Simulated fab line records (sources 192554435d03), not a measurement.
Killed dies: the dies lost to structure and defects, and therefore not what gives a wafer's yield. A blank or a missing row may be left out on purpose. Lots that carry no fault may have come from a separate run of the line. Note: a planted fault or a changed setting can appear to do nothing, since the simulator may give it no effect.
The tool behind it: which one?    flow n5Finfet    Sampling: 12 lots, 35 wafers, 4 of 1938 route steps

## WHAT EACH GAUGE READ, for each wafer
N5_BEOL_M11_INSPECT_58: inspects for defects (darkfield). Usual: 74 for rawDefectCount, sd 25.
lot   measured      on                rawDefectCount  flag
L445  day 10 02:49  defectInspect-02  63 73 79        
L451  day 11 18:56  defectInspect-02  44 84 61        
L452  day 12 07:27  defectInspect-02  58 56 58        
L453  day 12 16:53  defectInspect-01  56 96 74        
L458  day 13 22:16  defectInspect-01  68 55 59        
L459  day 14 02:10  defectInspect-02  157 108 139     
L461  day 14 15:37  defectInspect-02  57 102          
L462  day 14 20:05  defectInspect-02  43 64 43        
L463  day 15 00:34  defectInspect-02  60 88 59        
L464  day 15 09:57  defectInspect-02  106 56 69       
L466  day 15 18:40  defectInspect-01  91 95 122       
L468  day 16 04:04  defectInspect-01  88 71 145       

N5_BEOL_M12_CD_MEAS_28 targets a cd of 160.2 nm. Usual: 161.2 nm for cdNm, sd 2.
lot   measured      on        cdNm (nm)          flag
L445  day 10 04:32  cdSem-02  161.2 164.1 161.5  
L451  day 11 20:26  cdSem-02  161.9 165.3 160.6  
L452  day 12 08:58  cdSem-01  161.2 164.1 163.7  
L453  day 12 18:40  cdSem-02  162.2 161.8 160.3  
L458  day 13 23:53  cdSem-01  160.3 161.4 156.2  
L459  day 14 03:48  cdSem-02  162.2 161.3 163.5  
L461  day 14 17:07  cdSem-01  158.4 160.1        
L462  day 14 21:27  cdSem-03  161.7 164.3 162.4  
L463  day 15 01:58  cdSem-01  164.5 158.6 163.4  
L464  day 15 11:20  cdSem-03  163.7 160.2 161.4  
L466  day 15 20:11  cdSem-02  159.2 160.2 157.7  
L468  day 16 05:34  cdSem-02  163.1 162.1 159.1  

## EACH LOT AND THE TOOL THAT RAN IT (in order: tool; ch and the chambers of the sampled wafers; start)
lot   N5_BEOL_M11_DEP_56               N5_BEOL_M12_COAT_66
L445  pecvd-01 ch 1,2, day 10 02:43    lithoTrack-03 ch 0, day 10 04:07
L451  pecvd-02 ch 0,1, day 11 18:50    lithoTrack-03 ch 0, day 11 20:09
L452  pecvd-02 ch 0,2, day 12 07:21    lithoTrack-03 ch 0, day 12 08:32
L453  pecvd-01 ch 0,1,2, day 12 16:47  lithoTrack-02 ch 0, day 12 18:14
L458  pecvd-03 ch 0,1,2, day 13 22:10  lithoTrack-02 ch 0, day 13 23:29
L459  pecvd-02 ch 0,1,2, day 14 02:05  lithoTrack-02 ch 0, day 14 03:23
L461  pecvd-02 ch 1,2, day 14 15:31    lithoTrack-02 ch 0, day 14 16:43
L462  pecvd-01 ch 0,1,2, day 14 19:59  lithoTrack-03 ch 0, day 14 21:10
L463  pecvd-03 ch 1,2, day 15 00:29    lithoTrack-02 ch 0, day 15 01:41
L464  pecvd-01 ch 0,1,2, day 15 09:52  lithoTrack-02 ch 0, day 15 11:02
L466  pecvd-03 ch 0,1, day 15 18:35    lithoTrack-03 ch 0, day 15 19:46
L468  pecvd-03 ch 0,1, day 16 03:58    lithoTrack-02 ch 0, day 16 05:17
- N5_BEOL_M11_DEP_56: deposits SiCN from 3MS/NH3, target thk 30 nm, time 10.5 s.
- N5_BEOL_M12_COAT_66: time 60 s, resist thk 110 nm.

## WHAT THE TOOLS THEMSELVES READ (means of the sampled wafers that have a number; where no wafer has one, the mark that the record gives instead)
N5_BEOL_M11_DEP_56. Usual: showerheadPlenumPTorr 4.166 Torr, standard deviation 0.023; throttleValvePct 18.5 %, standard deviation 0.99.
lot   tool      showerheadPlenumPTorr (Torr)  throttleValvePct (%)  flag
L445  pecvd-01  4.183                         18.7                  
L451  pecvd-02  4.148                         18.7                  
L452  pecvd-02  4.135                         17.6                  
L453  pecvd-01  4.192                         18.7                  
L458  pecvd-03  4.167                         18.4                  
L459  pecvd-02  4.135                         18.4                  
L461  pecvd-02  4.131                         18.4                  
L462  pecvd-01  4.189                         19.0                  
L463  pecvd-03  4.175                         18.7                  
L464  pecvd-01  4.197                         19.0                  
L466  pecvd-03  4.172                         19.2                  
L468  pecvd-03  4.161                         18.7                  

N5_BEOL_M12_COAT_66. Usual: 1500.2 rpm for spinSpeedRpm, sd 1.2.
lot   tool           spinSpeedRpm (rpm)  flag
L445  lithoTrack-03  1500.5              
L451  lithoTrack-03  1649.1              OFF
L452  lithoTrack-03  1647.5              OFF
L453  lithoTrack-02  1500.7              
L458  lithoTrack-02  1500.5              
L459  lithoTrack-02  1500.6              
L461  lithoTrack-02  1499.7              
L462  lithoTrack-03  1500.7              
L463  lithoTrack-02  1498.9              
L464  lithoTrack-02  1500.4              
L466  lithoTrack-03  1499.4              
L468  lithoTrack-02  1500.7              

## THE ANSWER, worked out from the rows above alone
Rule: a lot is off if the mean of its wafers that have a number lies more than 3 standard deviations from the usual mean. A lot without any number at a reading at which 4 lots or more have one is off too. Any other lot the step has rows for is counted as sound. After the gauges, taken in route order, come the tools' own readings; for these a lot's mean is taken, as printed above. The first step at which some lot is off is used, and at that step the reading that is off furthest; a lot without a number counts as furthest.
Off at N5_BEOL_M12_COAT_66 (spinSpeedRpm): L451, L452.
If a tool, at that step or one of the process steps before it, ran each lot that is off and ran no sound lot following the first of them, it fits. None of those tried fits.

## WHAT THE SIMULATOR HAD PUT IN
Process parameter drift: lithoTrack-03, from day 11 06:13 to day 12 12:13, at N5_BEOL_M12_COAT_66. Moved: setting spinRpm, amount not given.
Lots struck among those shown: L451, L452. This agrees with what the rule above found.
